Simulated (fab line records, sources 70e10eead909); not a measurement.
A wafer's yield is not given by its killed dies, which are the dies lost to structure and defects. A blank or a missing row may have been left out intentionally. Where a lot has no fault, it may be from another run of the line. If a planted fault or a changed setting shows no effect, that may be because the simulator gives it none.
Struck lot and sound lot, side by side + flow nand_harc + 16 steps out of a route of 1159
Sound: the wafers L757.3, L757.4, L757.5. Struck: wafer L750.1. (L750.3, L750.5 of the same lot were not struck and are left out.) The cause comes at the end.
At each step with rows: each side's tool, then ch and its chambers, then its first start. Under that, the readings that differ: sound wafers + struck wafers + difference of the means + sigmas: that difference in standard deviations of wafers without a fault.
alike: readings whose means differ by less than 2 such deviations, and words and numbers that are the same on both sides. not compared: withheld readings, readings that some wafer has no value for, bounds like >300 that may hide the same value, and numbers for which the record gives no deviation and whose values overlap.
Wherever a step has rows on one side only, a row that says differs or no value, or a row with sigmas, the two part there. Non-overlapping numbers with no deviation appear without sigmas and do not part them. A reading missing from all wafers of one side parts the sides only when that side holds two or more wafers.

NHARC_P_M0_OVL_MEAS_10: pitch 180 nm.
  struck on overlay-01, day 8 01:13; sound on overlay-02, day 9 20:08
  alike: overlay_x_nm, overlay_y_nm
NHARC_P_M0_INSPECT_11:
  struck on defect_inspect-02, day 8 01:16; sound on defect_inspect-01, day 9 20:10
  alike: raw_defect_count
then, 1 step without rows for these wafers: NHARC_P_M0_DESCUM_14 (chemistry O2, time 3 s).
NHARC_P_M0_ETCH_34: etches the open film in N2/H2, target depth 40 nm, overetch 12 nm, time 43.94 s.
  sound on rie_diel-04 ch 0,1,3, day 9 20:19; struck on rie_diel-11 ch 3, day 8 01:24
  alike: drypump_motor_current_A, oes_product_au, rf_vpp_V, showerhead_plenum_p_Torr, throttle_valve_pct
  not compared: rf_hours_counter_h
NHARC_P_M0_ETCH_15: etches the open film in C4F8/Ar, target depth 150 nm, overetch 15 nm, time 82.5 s.
  sound on rie_diel-04 ch 2,3; struck on rie_diel-11 ch 3
  alike: oes_product_au, rf_vpp_V
  not compared: rf_hours_counter_h
NHARC_P_M0_CD_MEAS_16:
  struck on cd_sem-02, day 8 01:38; sound on cd_sem-03, day 9 20:32
  alike: cd_nm
NHARC_P_M0_STRIP_18: strips in N2/H2.
  sound on rie_diel-11 ch 0,2,3, day 9 20:36; struck on rie_diel-11 ch 3, day 8 01:44
| reading                     | sound       | struck | difference | sigmas |
|-----------------------------|-------------|--------|------------|--------|
| drypump_motor_current_A (A) | 5.0 5.8 6.4 | 6.5    | +0.8       | +2     |
  alike: oes_product_au, rf_vpp_V, showerhead_plenum_p_Torr, throttle_valve_pct
  not compared: rf_hours_counter_h
then, 2 steps without rows for these wafers: NHARC_P_M0_STRIP_19 (strips in post etch residue remover, time 600 s); NHARC_P_M0_DEGAS_28 (time 60 s).
NHARC_P_M0_PRE_CLEAN_29: time 30 s.
  sound on pvd_sputter-01; struck on pvd_sputter-02
  alike: heater_power_w
then, 1 step without rows for these wafers: NHARC_P_M0_PVD_20 (deposits TaN, target thk 5 nm, time 8.06 s).
NHARC_P_M0_PVD_21: deposits Cu, target thk 30 nm, time 20.49 s.
  sound on pvd_sputter-01; struck on pvd_sputter-02
  alike: throttle_valve_pct
NHARC_P_M0_ECD_22: material Cu, target thk 400 nm.
  sound on ecd_cu-01 ch 0,1, day 9 21:37; struck on ecd_cu-02 ch 0,1, day 8 02:47
then, 1 step without rows for these wafers: NHARC_P_M0_ANNEAL_30 (time 90 s).
NHARC_P_M0_CMP_23: polishes, t overpolish 20 s, target thk 117.53 nm.
  sound on cmp-02 ch 1,2,3, day 9 22:14; struck on cmp-02 ch 1, day 8 03:31
| reading                | sound    | struck | difference | sigmas |
|------------------------|----------|--------|------------|--------|
| time_to_endpoint_s (s) | 25 35 30 | 14     | -16        | -5     |
  alike: motor_current_A, retaining_ring_pressure_frac
NHARC_P_M0_THK_MEAS_24: measures by xrf.
  struck on film_metro-01, day 8 03:50; sound on film_metro-01, day 9 22:33
  alike: thk_nm

== WHERE THEY PART ==
First at NHARC_P_M0_STRIP_18; last, within this record, at NHARC_P_M0_CMP_23. Later steps at which nothing parts them and some readings are alike: NHARC_P_M0_THK_MEAS_24.

WHY: whatever the simulator had introduced
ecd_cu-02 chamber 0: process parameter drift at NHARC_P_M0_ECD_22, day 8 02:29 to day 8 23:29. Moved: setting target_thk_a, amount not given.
